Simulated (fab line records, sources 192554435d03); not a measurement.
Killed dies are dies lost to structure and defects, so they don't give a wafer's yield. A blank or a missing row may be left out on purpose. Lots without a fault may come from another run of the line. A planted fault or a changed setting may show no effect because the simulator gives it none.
A struck lot beside a sound one | flow n5_finfet | 14 steps out of a route of 1938
Sound: wafers L595.4, L595.5, L595.6. Struck: wafer L606.4. (L606.3, L606.5 of the same lot were not struck and are left out.) The cause comes at the end.
At each step with rows: each side's tool, then ch and its chambers, then its first start. Under that, the readings that differ: sound wafers | struck wafers | difference of the means | sigmas: that difference in standard deviations of wafers without a fault.
alike: readings whose means differ by less than 2 such deviations, and words and numbers that are the same on both sides. not compared: withheld readings, readings that some wafer has no value for, bounds like >300 that may hide the same value, and numbers for which the record gives no deviation and whose values overlap.
The two part at a step that has a row with sigmas, a row that says differs or no value, or rows on one side only. Numbers that don't overlap but have no deviation are shown without sigmas and don't part them. A reading that every wafer of one side lacks parts them only if that side has two wafers or more.

N5_BEOL_M6_STRIP_80: strips in N2/H2, time 10 s.
  sound on rie_diel-04 ch 0,1,2; struck on rie_diel-02 ch 2
  alike: drypump_motor_current_A, oes_product_au, rf_vpp_V, showerhead_plenum_p_Torr, throttle_valve_pct
  not compared: rf_hours_counter_h
N5_BEOL_M6_OCD_MEAS_38:
  sound on ocd-01, day 9 09:44; struck on ocd-02, day 13 04:45
  alike: trench_depth_nm
then, 4 steps without rows for these wafers: N5_BEOL_M6_HM_STRIP_39 (strips TiN in peroxide tin strip, target depth 25 nm, time 158 s); N5_BEOL_M6_SRD_40 (time 30 s); N5_BEOL_M6_PRECLEAN_42 (cleans in residue remover, time 60 s); N5_BEOL_M6_SRD_43 (time 30 s).
N5_BEOL_M6_CD_MEAS_35: target cd 40 nm, target cd y 28 nm.
  sound on cd_sem-01, day 9 09:54; struck on cd_sem-03, day 13 04:54
  alike: cd_nm
N5_BEOL_M6_CURE_75: cures SiCOH lowk, time 120 s.
  sound on uv_cure-03 ch 0, day 9 10:05; struck on uv_cure-01 ch 0, day 13 05:02
  alike: lamp_power_pct, wafer_temp_C_max
N5_BEOL_M6_DEGAS_44: time 60 s.
  sound on pvd_sputter-03, day 9 10:26; struck on pvd_sputter-01, day 13 05:22
  alike: heater_power_w
N5_BEOL_M6_PRE_CLEAN_45: time 30 s.
  sound on pvd_sputter-03, day 9 10:28; struck on pvd_sputter-01, day 13 05:24
  alike: heater_power_w
then, 2 steps without rows for these wafers: N5_BEOL_M6_ALD_77 (deposits TaN, target thk 2 nm, pulse time 2 s, purge time 3 s); N5_BEOL_M6_SURFACE_TREAT_79.
N5_BEOL_M6_CVD_78: deposits Co from CCTBA/H2, target thk 2 nm, time 142.3 s.
  sound on cvd_co-02 ch 0,1,2, day 9 11:02; struck on cvd_co-01 ch 2, day 13 05:56
  reading          | sound             | struck | difference | sigmas
  run_length_s (s) | 164.9 165.8 165.2 | 250.0  | +84.7      | +99 or more
N5_BEOL_M6_SPUTTER_48: material Cu, target thk 10 nm, time 1.667 s.
  sound on pvd_sputter-01, day 9 11:09; struck on pvd_sputter-01, day 13 06:04
  alike: chamber_pressure_pa, throttle_valve_pct

WHERE THEY PART
Only at N5_BEOL_M6_CVD_78, within this record. Later steps at which nothing parts them and some readings are alike: N5_BEOL_M6_SPUTTER_48.

WHY: what the simulator had put in
Process parameter drift: cvd_co-01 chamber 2, from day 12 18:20 on, at N5_BEOL_M6_CVD_78. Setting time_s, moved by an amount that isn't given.
